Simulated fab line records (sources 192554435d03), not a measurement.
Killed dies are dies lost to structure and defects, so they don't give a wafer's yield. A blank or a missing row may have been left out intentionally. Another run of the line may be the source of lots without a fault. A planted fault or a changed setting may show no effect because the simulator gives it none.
Comparing a struck lot with a sound one | flow n5 finfet | 37 steps out of a route of 1938
Sound: the wafers L851.1, L851.2, L851.6. Wafers L861.3, L861.4, L861.6 were the ones struck. The cause is given at the end.
For every step that has rows: the tool of each side, followed by ch and its chambers, followed by its first start. Under that, the readings that differ: sound wafers | struck wafers | difference of the means | sigmas: that difference in standard deviations of wafers without a fault.
alike: a reading whose means differ by less than 2 such deviations, as well as words and numbers matching on both sides. not compared: withheld readings; readings where some wafer has no value; bounds like >300 that might hide an equal value; numbers whose values overlap and for which the record gives no deviation.
The two part at a step that has a row with sigmas, a row that says differs or no value, or rows on one side only. Numbers that have no deviation but don't overlap get no sigmas and don't part them. A reading that every wafer of one side lacks parts them only if that side has two wafers or more.

first, 9 steps without rows for these wafers: N5_BEOL_M4_ANNEAL_95 (time 240 s); N5_BEOL_M4_SPUTTER_96 (material Cu, target thk 4.5 nm, time 8.29 s); N5_BEOL_M4_ECD_50 (material Cu, target thk 300 nm); N5_BEOL_M4_ANNEAL_51 (time 90 s); N5_BEOL_M4_CMP_52 (polishes, stops on SiOC, t overpolish 6.8 s, target thk 40 nm); N5_BEOL_M4_PRE_CLEAN_60 (time 15 s); N5_BEOL_M4_CO_CAP_55 (material Co, precursor CCTBA/H2, target thk 2 nm, time 102.1 s); N5_BEOL_M4_PRE_CLEAN_56 (time 15 s); N5_BEOL_M4_DEP_57 (deposits SiCN from 3MS/NH3, target thk 8 nm, time 14 s).
N5_BEOL_M4_RC_MEAS_101:
  sound on prober-02 ch 0, day 9 08:45; struck on prober-02 ch 0, day 11 14:09
  reading       | sound          | struck         | difference | sigmas
  SS_P (mV/dec) | 73.5 74.7 74.0 | 72.5 73.0 72.3 | -1.5       | -2
  alike: DIBL_N, DIBL_P, IOFF_N, IOFF_P, ION_N, ION_P, SS_N, VT_N, VT_P
then, 24 steps without rows for these wafers: N5_BEOL_M5_ILD_DEP_00 (deposits SiCOH lowk from DEMS/porogen, target thk 140.64 nm, time 25.9 s); N5_BEOL_M5_CURE_79 (cures SiCOH lowk, time 240 s); N5_BEOL_M5_PECVD_70 (deposits SiO2 from TEOS/O2, target thk 16 nm, time 18 s); N5_BEOL_M5_HM_DEP_02 (deposits TiN, target thk 20 nm); N5_BEOL_M5_COAT_59 (time 60 s, resist thk 60 nm); N5_BEOL_M5_COAT_60 (time 60 s, resist thk 12 nm); N5_BEOL_M5_COAT_71 (time 60 s, resist thk 5 nm); N5_BEOL_M5_COAT_05 (resist thk 30 nm); N5_BEOL_M5_EBR_07; N5_BEOL_M5_SOFTBAKE_06 (time 60 s); N5_BEOL_M5_EXPOSE_08 (exposes mask M5, target cd 28 nm); N5_BEOL_M5_PEB_09 (peb time 60 s); N5_BEOL_M5_DEVELOP_10 (develop time 30 s); N5_BEOL_M5_DESCUM_16 (chemistry O2, time 7 s); N5_BEOL_M5_ETCH_72 (etches underlayer in N2/H2, target depth 6.5 nm, time 5.2 s); N5_BEOL_M5_ETCH_61 (etches SiARC in CF4, target depth 15.6 nm, time 26 s); N5_BEOL_M5_ETCH_62 (etches SOC in N2/H2, target depth 75 nm, overetch 15 nm, time 112.5 s); N5_BEOL_M5_STRIP_63 (strips in N2/H2); N5_BEOL_M5_STRIP_73 (strips in N2/H2); N5_BEOL_M5_STRIP_64 (strips in CF4); N5_BEOL_M5_HM_OPEN_17 (chemistry Cl2/BCl3, target TiN, target depth 20 nm, overetch 6 nm); N5_BEOL_M5_STRIP_19 (strips in O2); N5_BEOL_M5_COAT_65 (time 60 s, resist thk 60 nm); N5_BEOL_M5_COAT_66 (time 60 s, resist thk 12 nm).
-- here the record skips 2 days between the struck wafers' starts before and after, leaving off in module BEOL_M5 and picking up in module BEOL_M9 (first step shown: number 1462 of the route) --
N5_BEOL_M9_ECD_50: material Cu, target thk 318 nm.
  sound on ecd cu-01 ch 0,1, day 11 02:49; struck on ecd cu-02 ch 0,1, day 13 19:01
N5_BEOL_M9_CMP_52: polishes, stops on SiCOH lowk, t overpolish 7 s, target thk 140 nm.
  sound on cmp-04 ch 0,3, day 11 03:16; struck on cmp-03 ch 2,3, day 13 19:27
  reading                | sound    | struck | difference | sigmas
  time to endpoint s (s) | 63 63 59 | 2 2 6  | -58        | -18
  alike: edge zone pressure frac, motor current A
  not compared: pad life wafers
-- here the record skips 2 days between the struck wafers' starts before and after, leaving off in module BEOL_M9 and picking up in module PASSIVATION (first step shown: number 1936 of the route) --
N5_PASSIVATION_PROBE_49:
  sound on prober-02, day 13 14:25; struck on prober-01, day 16 06:37
  reading                  | sound          | struck         | difference | sigmas
  defect limited yield (%) | 89.0 94.1 92.7 | 0 0 0          | -92        | -61
  killed_at_M4_up          | 12 10 12       | 1095 1103 1085 | +1083      | +99 or more
  killed dies              | 130 70 86      | 1180 1180 1180 | +1085      | +60
  killed on rim            | 17 9 7         | 152 152 152    | +141       | +30
  sort_bin_5_function (%)  | 6.4 3.8 4.1    | 96.8 95.9 96.3 | +91.6      | +93
  sort n pass              | 1050 1110 1094 | 0 0 0          | -1085      | -60
  sort yield pct (%)       | 89.0 94.1 92.7 | 0 0 0          | -92        | -61
  alike: killed_at_M0_to_M3, killed at contacts, killed at front end, killed at other, killed open, killed short, sort_bin_6_memory

== WHERE THEY PART ==
At N5_BEOL_M4_RC_MEAS_101 first; at N5_PASSIVATION_PROBE_49 last (within this record only).

WHY: what had been put in by the simulator
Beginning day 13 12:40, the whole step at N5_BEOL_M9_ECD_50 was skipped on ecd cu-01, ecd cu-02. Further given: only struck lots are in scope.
